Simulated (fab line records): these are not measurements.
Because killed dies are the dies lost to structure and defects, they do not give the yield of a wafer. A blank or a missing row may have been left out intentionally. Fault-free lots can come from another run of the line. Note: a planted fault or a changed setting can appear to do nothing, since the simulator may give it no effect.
Split-lot study / flow n5-finfet / route with 1938 steps; 7 lots, 21 wafers read

THE SPLIT ITSELF
At N5_PASSIVATION_EXPOSE_27 (exposes mask PAD, defocus 0 nm), the setting dose-mj was moved away from the recipe's 32.3 on 4 of the 21 wafers read, by -3.7% to +5.2%. This setting was run at the recipe's value on the other wafers.

FROM THE SPLIT TO THE READING: what the file shows between them, 3 steps
- N5_PASSIVATION_PEB_28
- N5_PASSIVATION_DEVELOP_29: develop time 60 s
- N5_PASSIVATION_HARDBAKE_31: time 120 s

THE READING
cd-nm at N5_PASSIVATION_CD_MEAS_30, given in nm (cd target 4000 nm). Typical for fault-free wafers on this fab line: 3999.9 nm, with standard deviation 1.5 nm.

wafer=L075.1; tool, chamber at the split=krf-scanner-02, 0; dose-mj as run=32.3; against the recipe=recipe; cd-nm, nm=4001.8; against lot-mates on the recipe=-
wafer=L075.3; tool, chamber at the split=krf-scanner-02, 0; dose-mj as run=32.3; against the recipe=recipe; cd-nm, nm=4001.6; against lot-mates on the recipe=-
wafer=L075.4; tool, chamber at the split=krf-scanner-02, 0; dose-mj as run=32.3; against the recipe=recipe; cd-nm, nm=3998.8; against lot-mates on the recipe=-
wafer=L076.1; tool, chamber at the split=krf-scanner-01, 0; dose-mj as run=32.3; against the recipe=recipe; cd-nm, nm=4001.1; against lot-mates on the recipe=-
wafer=L076.2; tool, chamber at the split=krf-scanner-01, 0; dose-mj as run=31.12; against the recipe=-3.7%; cd-nm, nm=3991.9; against lot-mates on the recipe=-8.9
wafer=L076.6; tool, chamber at the split=krf-scanner-01, 0; dose-mj as run=32.3; against the recipe=recipe; cd-nm, nm=4000.6; against lot-mates on the recipe=-
wafer=L083.1; tool, chamber at the split=krf-scanner-01, 0; dose-mj as run=32.3; against the recipe=recipe; cd-nm, nm=4004.1; against lot-mates on the recipe=-
wafer=L083.3; tool, chamber at the split=krf-scanner-01, 0; dose-mj as run=32.3; against the recipe=recipe; cd-nm, nm=4002.7; against lot-mates on the recipe=-
wafer=L083.4; tool, chamber at the split=krf-scanner-01, 0; dose-mj as run=32.3; against the recipe=recipe; cd-nm, nm=4000.4; against lot-mates on the recipe=-
wafer=L081.1; tool, chamber at the split=krf-scanner-01, 0; dose-mj as run=31.34; against the recipe=-3.0%; cd-nm, nm=3995.9; against lot-mates on the recipe=-4.9
wafer=L081.3; tool, chamber at the split=krf-scanner-01, 0; dose-mj as run=32.3; against the recipe=recipe; cd-nm, nm=4001.3; against lot-mates on the recipe=-
wafer=L081.6; tool, chamber at the split=krf-scanner-01, 0; dose-mj as run=32.3; against the recipe=recipe; cd-nm, nm=4000.3; against lot-mates on the recipe=-
wafer=L086.1; tool, chamber at the split=krf-scanner-01, 0; dose-mj as run=32.3; against the recipe=recipe; cd-nm, nm=3998.8; against lot-mates on the recipe=-
wafer=L086.3; tool, chamber at the split=krf-scanner-01, 0; dose-mj as run=32.3; against the recipe=recipe; cd-nm, nm=4000.4; against lot-mates on the recipe=-
wafer=L086.5; tool, chamber at the split=krf-scanner-01, 0; dose-mj as run=32.3; against the recipe=recipe; cd-nm, nm=3998.9; against lot-mates on the recipe=-
wafer=L095.2; tool, chamber at the split=krf-scanner-01, 0; dose-mj as run=32.3; against the recipe=recipe; cd-nm, nm=3999.5; against lot-mates on the recipe=-
wafer=L095.5; tool, chamber at the split=krf-scanner-01, 0; dose-mj as run=32.3; against the recipe=recipe; cd-nm, nm=3999.0; against lot-mates on the recipe=-
wafer=L095.6; tool, chamber at the split=krf-scanner-01, 0; dose-mj as run=32.3; against the recipe=recipe; cd-nm, nm=4000.1; against lot-mates on the recipe=-
wafer=L096.2; tool, chamber at the split=krf-scanner-02, 0; dose-mj as run=32.3; against the recipe=recipe; cd-nm, nm=4000.3; against lot-mates on the recipe=-
wafer=L096.3; tool, chamber at the split=krf-scanner-02, 0; dose-mj as run=33.99; against the recipe=+5.2%; cd-nm, nm=4009.1; against lot-mates on the recipe=+8.8
wafer=L096.6; tool, chamber at the split=krf-scanner-02, 0; dose-mj as run=33.99; against the recipe=+5.2%; cd-nm, nm=4010.3; against lot-mates on the recipe=+10.0

FIT RESULTS
A straight line over all 21 wafers: cd-nm changes by +1.84 nm for each +1% of dose-mj; r = +0.93; the points scatter about the line by 1.4 nm.
The same after taking each lot's own level away (the mean of its wafers on the recipe; 21 wafers): +1.9 nm for each +1%; r = +0.96; scatter 1.1 nm.
According to that fit, moving dose-mj by its largest amount changes the reading by 9.9 nm.
Across the lots, their own levels run from 3999.37 to 4002.40 nm, a range of 2.0 times the standard deviation given above.
Hence the lot-to-lot level has little effect on the slope; both slopes agree.
Check: with one of the wafers moved furthest among these (+5.2%) left out of the fit, the line predicts +10.5 nm for it against its lot-mates. Against them it came out at +8.8 nm.

OTHER SPLITS ON THESE WAFERS
These wafers also went through other splits before the reading. Each is held against what the fit with the lots' levels taken away leaves over:
other split on the same wafers=N5_BEOL_M14_TRENCH_ETCH_34 bias-w; wafers away from the commonest value=8; r with cd-nm (lot level and that fit taken away)=-0.02
other split on the same wafers=N5_BEOL_M14_SPUTTER_43 power-w; wafers away from the commonest value=7; r with cd-nm (lot level and that fit taken away)=-0.28
other split on the same wafers=N5_BEOL_M15_TRENCH_ETCH_34 time-s; wafers away from the commonest value=9; r with cd-nm (lot level and that fit taken away)=+0.01
other split on the same wafers=N5_BEOL_M15_SPUTTER_45 time-s; wafers away from the commonest value=6; r with cd-nm (lot level and that fit taken away)=+0.10

THE FILE'S OWN FIT
cd-nm changes by +1.94 nm for each +1% of dose-mj, r = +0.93.
